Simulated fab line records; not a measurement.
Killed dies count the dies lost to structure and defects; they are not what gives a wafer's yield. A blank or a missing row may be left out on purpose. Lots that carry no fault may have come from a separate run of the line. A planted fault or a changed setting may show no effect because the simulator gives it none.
Which of the tools did it? + flow nand_harc + 36 wafers from 12 lots sampled at 6 of the route's 1159 steps

WHAT THE GAUGES READ, wafer by wafer
NHARC_A_CONTACT_OVL_MEAS_09.
| lot  | measured     | on         | overlay_x_nm (nm) |
|------|--------------|------------|-------------------|
| L078 | day 20 10:14 | overlay-01 | 0.0 -0.4 0.1      |
| L076 | day 20 17:28 | overlay-02 | 0.7 0.1 0.0       |
| L080 | day 21 07:46 | overlay-02 | 0.8 0.9 0.5       |
| L079 | day 21 13:06 | overlay-02 | 1.0 0.7 0.7       |
| L081 | day 21 13:47 | overlay-01 | 0.2 -0.1 0.1      |
| L085 | day 22 22:07 | overlay-01 | 0.5 -0.4 0.1      |
| L088 | day 22 20:44 | overlay-01 | -0.4 -0.7 -1.4    |
| L093 | day 23 06:35 | overlay-02 | 0.5 0.6 0.9       |
| L091 | day 23 12:53 | overlay-01 | 1.2 0.5 0.9       |
| L094 | day 23 16:40 | overlay-02 | -0.4 -0.7 -0.5    |
| L086 | day 24 05:02 | overlay-01 | 0.2 0.5 0.1       |
| L096 | day 24 18:39 | overlay-01 | 0.8 0.9 0.2       |

WHICH TOOL RAN EACH LOT (tool, then ch and the chambers of the sampled wafers, then the start)
| lot  | NHARC_A_WL_FILL_RTA_01           | NHARC_A_WL_FILL_ETCHBACK_04       | NHARC_A_WL_FILL_ETCHBACK_16                   | NHARC_A_CONTACT_ETCH_102           | NHARC_A_CONTACT_ETCH_131             |
|------|----------------------------------|-----------------------------------|-----------------------------------------------|------------------------------------|--------------------------------------|
| L078 | rtp_anneal-02 ch 0, day 17 12:32 | rie_metal-02 ch 0,1, day 18 00:48 | rie_diel-13 ch 1,2,3, day 19 16:57 or earlier | rie_diel-06 ch 0,2,3, day 19 16:57 | har_cap_etch-03 ch 0,1, day 20 01:14 |
| L076 | rtp_anneal-01 ch 0, day 17 21:14 | rie_metal-01 ch 0,1, day 18 09:28 | rie_diel-13 ch 0,2,3, day 19 22:35 or earlier | rie_diel-06 ch 0,3, day 19 22:35   | har_cap_etch-01 ch 0,1, day 20 09:05 |
| L080 | rtp_anneal-02 ch 0, day 18 03:48 | rie_metal-02 ch 0,1, day 18 12:24 | rie_diel-02 ch 0,1,2, day 20 14:31 or earlier | rie_diel-06 ch 0,1, day 20 14:31   | har_cap_etch-01 ch 0,1, day 20 21:50 |
| L079 | rtp_anneal-01 ch 0, day 18 08:16 | rie_metal-02 ch 0,1, day 18 17:57 | rie_diel-02 ch 1,2,3, day 20 20:37 or earlier | rie_diel-05 ch 0,2,3, day 20 20:37 | har_cap_etch-02 ch 0,1, day 21 05:38 |
| L081 | rtp_anneal-02 ch 0, day 18 08:32 | rie_metal-02 ch 0,1, day 18 20:43 | rie_diel-07 ch 1,2,3, day 20 20:51 or earlier | rie_diel-06 ch 0,2,3, day 20 20:51 | har_cap_etch-01 ch 0,1, day 21 07:33 |
| L085 | rtp_anneal-02 ch 0, day 18 20:38 | rie_metal-02 ch 0,1, day 19 07:29 | rie_diel-02 ch 0,3, day 21 21:01 or earlier   | rie_diel-04 ch 0,1,2, day 21 21:01 | har_cap_etch-03 ch 0,1, day 22 14:59 |
| L088 | rtp_anneal-01 ch 0, day 19 07:09 | rie_metal-01 ch 0,1, day 20 03:20 | rie_diel-13 ch 1,2,3, day 22 09:24 or earlier | rie_diel-05 ch 0,1,3, day 22 09:24 | har_cap_etch-02 ch 0,1, day 22 15:01 |
| L093 | rtp_anneal-01 ch 0, day 19 13:18 | rie_metal-03 ch 0,1, day 20 12:01 | rie_diel-07 ch 1,3, day 22 17:07 or earlier   | rie_diel-06 ch 0,1, day 22 17:07   | har_cap_etch-03 ch 0,1, day 23 00:48 |
| L091 | rtp_anneal-02 ch 0, day 19 13:45 | rie_metal-01 ch 0,1, day 20 19:19 | rie_diel-07 ch 0,1, day 22 22:01 or earlier   | rie_diel-04 ch 0,2,3, day 22 22:01 | har_cap_etch-03 ch 0,1, day 23 05:05 |
| L094 | rtp_anneal-02 ch 0, day 19 18:33 | rie_metal-03 ch 0, day 20 23:04   | rie_diel-07 ch 1,2, day 23 04:27 or earlier   | rie_diel-04 ch 0,1, day 23 04:27   | har_cap_etch-01 ch 1, day 23 10:01   |
| L086 | rtp_anneal-01 ch 0, day 19 23:28 | rie_metal-01 ch 0,1, day 21 03:07 | rie_diel-07 ch 0,2,3, day 23 13:40 or earlier | rie_diel-04 ch 0,1,2, day 23 13:40 | har_cap_etch-01 ch 0,1, day 23 22:13 |
| L096 | rtp_anneal-02 ch 0, day 20 15:47 | rie_metal-01 ch 0,1, day 21 23:52 | rie_diel-13 ch 2,3, day 24 07:43 or earlier   | rie_diel-06 ch 0,1, day 24 07:43   | har_cap_etch-03 ch 0,1, day 24 13:05 |
- NHARC_A_WL_FILL_RTA_01: time 5 s.
- NHARC_A_WL_FILL_ETCHBACK_04: etches the open film in NF3, target depth 60 nm, time 120 s.
- NHARC_A_WL_FILL_ETCHBACK_16: etches the open film in C4F8/O2/Ar, target depth 88 nm, time 17.6 s.
- NHARC_A_CONTACT_ETCH_102: etches the open film in CF4/O2, target depth 70 nm, overetch 7 nm, time 38.5 s.
- NHARC_A_CONTACT_ETCH_131: etches the open film in C4F8/O2/Ar, time 155 s, target depth 956 nm.

THE ANSWER, worked out from the rows above alone
Rule: the usual values come from the lots themselves. Put in order of their means at a reading, lots are off if they are a third of the lots or fewer, leave a main group of 4 or more, and stand apart from it by a gap of 3 or more times the standard deviation of the main group's means; of several such gaps the widest counts. A main group whose means are all the same, to the digits that the tables above print for the reading, isn't used. Also off: a lot with no number at a reading for which 4 or more lots have one. Any other lot the step has rows for is counted as sound.
No lot is off at any reading shown: from this, nothing can be told.

WHAT HAD BEEN PUT IN BY THE SIMULATOR
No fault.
